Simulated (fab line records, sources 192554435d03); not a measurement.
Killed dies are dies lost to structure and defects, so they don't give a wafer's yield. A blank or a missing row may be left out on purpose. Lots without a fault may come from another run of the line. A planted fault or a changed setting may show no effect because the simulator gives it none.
Split-lot experiment | flow n5_finfet | 7 lots, 21 wafers read, on a route of 1938 steps

THE SPLIT
At N5_BEOL_M1_EXPOSE_25 (exposes mask V0, defocus 5 nm, target cd 24 nm), the setting dose_mj was moved away from the recipe's 63 on 9 of the 21 wafers read, by -5.1% to +6.8%. The other wafers ran this setting at the recipe's value.

FROM THE SPLIT TO THE READING: what the file shows between them, 2 steps
- N5_BEOL_M1_PEB_26: peb time 60 s
- N5_BEOL_M1_DEVELOP_27: develop time 30 s

THE READING
cd_nm, in nm, at N5_BEOL_M1_CD_MEAS_28 (target cd y 23.3 nm). Fault-free wafers of this fab line usually give 24.00 nm, standard deviation 0.22 nm.

wafer  | tool, chamber at the split | dose_mj as run | against the recipe | cd_nm, nm | against lot-mates on the recipe
L079.1 | euv_scanner-02, 0          | 65.62          | +4.2%              | 24.47     | +0.63
L079.2 | euv_scanner-02, 0          | 65.62          | +4.2%              | 24.67     | +0.83
L079.5 | euv_scanner-02, 0          | 63             | recipe             | 23.84     | -
L088.2 | euv_scanner-01, 0          | 61.73          | -2.0%              | 24.07     | -0.16
L088.4 | euv_scanner-01, 0          | 63             | recipe             | 24.08     | -
L088.6 | euv_scanner-01, 0          | 63             | recipe             | 24.39     | -
L090.1 | euv_scanner-01, 0          | 64.69          | +2.7%              | 24.43     | +0.50
L090.3 | euv_scanner-01, 0          | 63             | recipe             | 23.93     | -
L090.5 | euv_scanner-01, 0          | 64.69          | +2.7%              | 24.41     | +0.48
L092.1 | euv_scanner-02, 0          | 63             | recipe             | 24.08     | -
L092.2 | euv_scanner-02, 0          | 63             | recipe             | 23.95     | -
L092.3 | euv_scanner-02, 0          | 63             | recipe             | 24.20     | -
L094.1 | euv_scanner-02, 0          | 59.8           | -5.1%              | 22.84     | no lot-mate on the recipe
L094.4 | euv_scanner-02, 0          | 59.8           | -5.1%              | 23.21     | no lot-mate on the recipe
L094.6 | euv_scanner-02, 0          | 59.8           | -5.1%              | 23.38     | no lot-mate on the recipe
L096.1 | euv_scanner-01, 0          | 67.27          | +6.8%              | 25.67     | +1.53
L096.3 | euv_scanner-01, 0          | 63             | recipe             | 24.14     | -
L096.6 | euv_scanner-01, 0          | 63             | recipe             | 24.15     | -
L095.1 | euv_scanner-01, 0          | 63             | recipe             | 23.92     | -
L095.2 | euv_scanner-01, 0          | 63             | recipe             | 23.81     | -
L095.6 | euv_scanner-01, 0          | 63             | recipe             | 23.68     | -

THE FIT
A straight line over all 21 wafers: cd_nm changes by +0.176 nm for each +1% of dose_mj; r = +0.92; the points scatter about the line by 0.23 nm.
The same after taking each lot's own level away (the mean of its wafers on the recipe; 18 wafers): +0.193 nm for each +1%; r = +0.96; scatter 0.12 nm.
On that fit, the largest move of dose_mj shifts the reading by 1.3 nm.
The lots' own levels span 23.803 to 24.235 nm, that is 2.0 times the standard deviation above.
So the lot-to-lot level changes the slope little: the two slopes agree.
Check: with one of the wafers moved furthest among these (+6.8%) left out of the fit, the line predicts +1.14 nm for it against its lot-mates. It came out at +1.53 nm against them.

OTHER SPLITS ON THESE WAFERS
These wafers also went through other splits before the reading. Each is held against what the fit with the lots' levels taken away leaves over:
other split on the same wafers    | wafers away from the commonest value | r with cd_nm (lot level and that fit taken away)
N5_BEOL_M0_SAQP_EXPOSE_37 dose_mj | 7                                    | +0.41
N5_BEOL_M1_ILD_DEP_00 time_s      | 4                                    | +0.20
N5_BEOL_M1_COAT_61 spin_rpm       | 7                                    | +0.46

THE WHOLE CHAIN: every reading that the file lists as answering this split, in the file's order
step                   | what it does                                                       | reading                                                        | change (the file's fit)               | r (the file's)
N5_BEOL_M1_CD_MEAS_28  | target cd y 23.3 nm                                                | cd_nm                                                          | +0.201 nm for each +1% of the setting | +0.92
N5_BEOL_M1_VIA_ETCH_34 | etches the open film in C4F6/O2, target depth 67.8 nm, time 64.4 s | BEOL_M1.cd_nm (the simulator's own value, which no gauge read) | +0.222 nm for each +1% of the setting | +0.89

THE FILE'S OWN FIT
cd_nm changes by +0.201 nm for each +1% of dose_mj, r = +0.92.
